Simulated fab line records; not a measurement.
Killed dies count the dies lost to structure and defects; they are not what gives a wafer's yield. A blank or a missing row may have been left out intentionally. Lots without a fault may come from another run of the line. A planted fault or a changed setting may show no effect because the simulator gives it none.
Struck lot and sound lot, side by side :: flow n5-finfet :: 39 out of 1938 route steps
Sound: the wafers L643.3, L643.5, L643.6. Struck: wafers L640.1, L640.2, L640.4. At the end, the cause is stated.
At each step with rows: each side's tool, then ch and its chambers, then its first start. Under that, the readings that differ: sound wafers :: struck wafers :: difference of the means :: sigmas: that difference in standard deviations of wafers without a fault.
alike: readings whose means differ by less than 2 such deviations, and words and numbers that are the same on both sides. not compared: withheld readings, readings that some wafer has no value for, bounds like >300 that may hide the same value, and numbers for which the record gives no deviation and whose values overlap.
A row with sigmas, a row that says differs or no value, or rows on one side alone: a step with any of these is where the two part. Numbers that don't overlap but have no deviation are shown without sigmas and don't part them. Lack of a reading on every wafer of one side parts them only where that side has two or more wafers.

first, 9 steps without rows for these wafers: N5_HKMG_FIN_COAT_30 (time 60 s, resist thk 35 nm); N5_HKMG_FIN_COAT_06 (resist thk 90 nm); N5_HKMG_FIN_EBR_08; N5_HKMG_FIN_SOFTBAKE_07 (time 60 s); N5_HKMG_FIN_EXPOSE_09 (exposes mask NWFM); N5_HKMG_FIN_PEB_10 (peb time 60 s); N5_HKMG_FIN_DEVELOP_11 (develop time 30 s); N5_HKMG_FIN_DESCUM_17 (chemistry O2, time 7.9 s); N5_HKMG_FIN_ETCH_31 (etches SiARC in CF4, target depth 45.5 nm, time 75.8 s).
N5_HKMG_FIN_ETCH_32: etches SOC in N2/H2, target depth 240 nm, time 300 s.
  sound on rie-diel-02 ch 0,3, day 9 14:31; struck on rie-diel-03 ch 0,1,2, day 8 21:13
  no value came back on the struck wafers for any of 8 readings (bias-w (W), chamber-pressure-mTorr (mTorr) and others); on the sound wafers bias-w (W) reads 150.0 150.2 150.7
reading: model.CAR-ArF_of_HKMG_FIN_COAT_06.thk-nm (nm)
sound: 0 0 0
struck: 50.8 50.8 50.6
difference: +50.7
sigmas: 

reading: model.HKMG_FIN.feature-depth-nm (nm)
sound: 250.4 247.2 240.6
struck: 212 227.6 214.4
difference: -28
sigmas: 

reading: model.SiARC_of_HKMG_FIN_COAT_30.thk-nm (nm)
sound: 20.4 20.6 21.2
struck: 35 35.2 35.2
difference: +14
sigmas: 
  not compared: rf-hours-counter-h
then, 27 steps without rows for these wafers: N5_HKMG_FIN_STRIP_33 (strips in N2/H2); N5_HKMG_FIN_STRIP_34 (strips in CF4); N5_HKMG_FIN_ETCH_35 (etches SOC in N2/H2, target depth 215.8 nm, time 243.4 s); N5_HKMG_FIN_STRIP_92 (strips SOC in N2/H2, time 20 s); N5_HKMG_FIN_WET_ETCH_18 (etches TiN in SC1, time 55 s, target depth 5.2 nm, rinse time 30 s); N5_HKMG_FIN_STRIP_19 (strips in N2/H2, time 360 s); N5_HKMG_FIN_ALD_91 (deposits TiN, target thk 1 nm, pulse time 1 s, purge time 3 s); N5_HKMG_FIN_COAT_85 (time 60 s, resist thk 300 nm); N5_HKMG_FIN_ETCH_86 (etches SOC in N2/H2, stops on TiN, target depth 393.2 nm); N5_HKMG_FIN_STRIP_89 (strips SOC in N2/H2, time 20 s); N5_HKMG_FIN_WET_ETCH_87 (etches TiN in SC1, time 154.2 s, target depth 4.7 nm, rinse time 30 s); N5_HKMG_FIN_STRIP_88 (strips in N2/H2, time 360 s); N5_HKMG_FIN_NWFM_ALD_20 (deposits TiAlC, target thk 2 nm, pulse time 3 s, purge time 2 s); N5_HKMG_FIN_ALD_71 (deposits TiN, target thk 1 nm, pulse time 1 s, purge time 3 s); N5_HKMG_FIN_COAT_66 (time 60 s, resist thk 300 nm); N5_HKMG_FIN_ETCH_67 (etches SOC in N2/H2, stops on TiN, target depth 388.9 nm); N5_HKMG_FIN_STRIP_90 (strips SOC in N2/H2, time 20 s); N5_HKMG_FIN_WET_ETCH_73 (etches the open film in SC1, time 42.3 s, target depth 1.3 nm, rinse time 30 s); N5_HKMG_FIN_ETCHBACK_68 (etches the open film in Cl2/Ar, stops on HfO2, target depth 0.5 nm); N5_HKMG_FIN_STRIP_69 (strips in N2/H2, time 360 s); N5_HKMG_FIN_ALD_21 (deposits TiN, target thk 1.5 nm, pulse time 1 s, purge time 3 s); N5_HKMG_FIN_ALD_72 (deposits W, target thk 2 nm, pulse time 1 s, purge time 2 s); N5_HKMG_FIN_W_FILL_22 (material W, target thk 60 nm, time 18.2 s); N5_HKMG_FIN_PRECLEAN_83 (cleans in DIW, time 57.5 s); N5_HKMG_FIN_SRD_84 (dry time 32 s); N5_HKMG_FIN_CMP_23 (polishes, stops on SiNx, t overpolish 10 s, target thk 46.326 nm); N5_HKMG_FIN_CMP_94 (polishes, stops on SiNx, t overpolish 4.7 s, target thk 43.299 nm).
-- a jump in the record: the struck wafers' starts before and after are 5 days apart (it breaks off in module HKMG_FIN and resumes in module BEOL_M4, where the first step shown is number 1111 of the route) --
N5_BEOL_M4_RC_MEAS_101:
  sound on prober-02 ch 0, day 15 18:47; struck on prober-02 ch 0, day 14 05:03
reading: IOFF_N (nA/um)
sound: 0.19 0.10 0.14
struck: 0.00 0.00 0.00
difference: -0.14
sigmas: -4

reading: IOFF_N_85C (nA/um)
sound: 3.5 2.1 2.9
struck: 0.0 0.0 0.0
difference: -2.8
sigmas: -5

reading: IOFF_N_LIN (nA/um)
sound: 0.085 0.051 0.068
struck: 0.000 0.000 0.000
difference: -0.068
sigmas: -6

reading: IOFF_N_LONG (nA/um)
sound: 5.39e-05 5.32e-05 5.42e-05
struck: 2.88e-05 2.98e-05 2.89e-05
difference: -2.46e-05
sigmas: -10

reading: ION_N (uA/um)
sound: 686 661 674
struck: 241 240 228
difference: -437
sigmas: -36

reading: VT_N (mV)
sound: 246 259 252
struck: 456 458 465
difference: +207
sigmas: +63

reading: VT_N_LONG (mV)
sound: 272.8 274.7 272.8
struck: 478.4 487.5 484.0
difference: +209.9
sigmas: +99 or more

reading: VT_N_LVT (mV)
sound: 97 104 100
struck: 305 300 309
difference: +204
sigmas: +66
  alike: DIBL_N, DIBL_P, IOFF_P, ION_P, SS_N, SS_P, VT_P
-- a jump in the record: the struck wafers' starts before and after are 5 days apart (it breaks off in module BEOL_M4 and resumes in module PASSIVATION, where the first step shown is number 1936 of the route) --
N5_PASSIVATION_PROBE_49:
  sound: prober-01 at day 20 07:41; struck: prober-01 at day 18 22:03
reading: sort_bin_8_speed (%)
sound: 0 0 0
struck: 92.03 91.02 90.85
difference: +91.30
sigmas: +99 or more

reading: sort-n-pass
sound: 1079 1077 1085
struck: 0 0 0
difference: -1080
sigmas: -72

reading: sort-yield-pct (%)
sound: 91.4 91.3 91.9
struck: 0 0 0
difference: -92
sigmas: -76
  alike: defect-limited-yield, killed_at_M0_to_M3, killed_at_M4_up, killed-at-contacts, killed-at-front-end, killed-at-other, killed-dies, killed-open, killed-short, sort_bin_5_function, sort_bin_6_memory

## WHERE THEY PART
Last at N5_PASSIVATION_PROBE_49 as far as this record goes, first at N5_HKMG_FIN_ETCH_32.

WHY: the cause the simulator had injected
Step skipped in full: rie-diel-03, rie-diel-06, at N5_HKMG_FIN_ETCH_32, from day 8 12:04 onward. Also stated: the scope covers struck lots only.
